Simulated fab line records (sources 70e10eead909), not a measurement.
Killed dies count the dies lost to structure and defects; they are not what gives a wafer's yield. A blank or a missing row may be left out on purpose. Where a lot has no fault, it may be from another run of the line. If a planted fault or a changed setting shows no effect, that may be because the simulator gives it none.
Chamber matching :: flow nandHarc :: 3 sister chambers for NHARC_P_M1_DEP_33 on pecvd-02
The step deposits SiCN, target thk 30 nm. 6 wafers are shown with their chamber, then 12 later ones without.

## WAFERS, EACH WITH ITS CHAMBER
wafer: L088.1
chamber: 1
heaterPowerW (W): 528
heaterPowerOuterW (W): 307

wafer: L088.2
chamber: 2
heaterPowerW (W): 571
heaterPowerOuterW (W): 296

wafer: L088.4
chamber: 0
heaterPowerW (W): 529
heaterPowerOuterW (W): 270

wafer: L086.3
chamber: 0
heaterPowerW (W): 520
heaterPowerOuterW (W): 267

wafer: L086.5
chamber: 2
heaterPowerW (W): 581
heaterPowerOuterW (W): 306

wafer: L086.6
chamber: 1
heaterPowerW (W): 481
heaterPowerOuterW (W): 273

## WAFERS WHOSE CHAMBER IS MISSING
wafer: L091.1
heaterPowerW (W): 479
heaterPowerOuterW (W): 261

wafer: L091.2
heaterPowerW (W): 576
heaterPowerOuterW (W): 307

wafer: L091.3
heaterPowerW (W): 654
heaterPowerOuterW (W): 364

wafer: L092.1
heaterPowerW (W): 451
heaterPowerOuterW (W): 257

wafer: L092.3
heaterPowerW (W): 519
heaterPowerOuterW (W): 263

wafer: L092.4
heaterPowerW (W): 458
heaterPowerOuterW (W): 244

wafer: L095.2
heaterPowerW (W): 472
heaterPowerOuterW (W): 235

wafer: L095.5
heaterPowerW (W): 431
heaterPowerOuterW (W): 228

wafer: L095.6
heaterPowerW (W): 490
heaterPowerOuterW (W): 227

wafer: L097.1
heaterPowerW (W): 539
heaterPowerOuterW (W): 307

wafer: L097.2
heaterPowerW (W): 482
heaterPowerOuterW (W): 239

wafer: L097.5
heaterPowerW (W): 624
heaterPowerOuterW (W): 336

## THE CHAMBER EACH PASSED THROUGH
wafer: L091.1
from the rows above: can't be placed: 0 or 1
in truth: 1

wafer: L091.2
from the rows above: 2
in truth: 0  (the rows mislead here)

wafer: L091.3
from the rows above: 2
in truth: 2

wafer: L092.1
from the rows above: can't be placed: 1 or 0
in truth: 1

wafer: L092.3
from the rows above: can't be placed: 0 or 1
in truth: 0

wafer: L092.4
from the rows above: can't be placed: 0 or 1
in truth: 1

wafer: L095.2
from the rows above: can't be placed: 0 or 1
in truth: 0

wafer: L095.5
from the rows above: can't be placed: 0 or 1
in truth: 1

wafer: L095.6
from the rows above: can't be placed: 0 or 1
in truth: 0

wafer: L097.1
from the rows above: can't be placed: 2 or 1 or 0
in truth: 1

wafer: L097.2
from the rows above: can't be placed: 0 or 1
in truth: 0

wafer: L097.5
from the rows above: 2
in truth: 2
Correctly placed: 2 of 12. Not placeable from these rows: 9 (in 9, the candidates include the true chamber). Wrongly placed: 1.
How it was worked out, from the rows above alone: a wafer's distance from a chamber is the root of the sum, over the readings, of the square of ((its reading less the chamber's mean) divided by the reading's scatter). The wafer belongs to the nearest chamber; if the next one is less than 2 further off, it can't be placed. Each chamber's mean is taken over the wafers shown for it. The scatter is the square root of a quotient: the sum, over the shown wafers, of each reading's squared deviation from its chamber's mean, divided by wafers minus chambers.
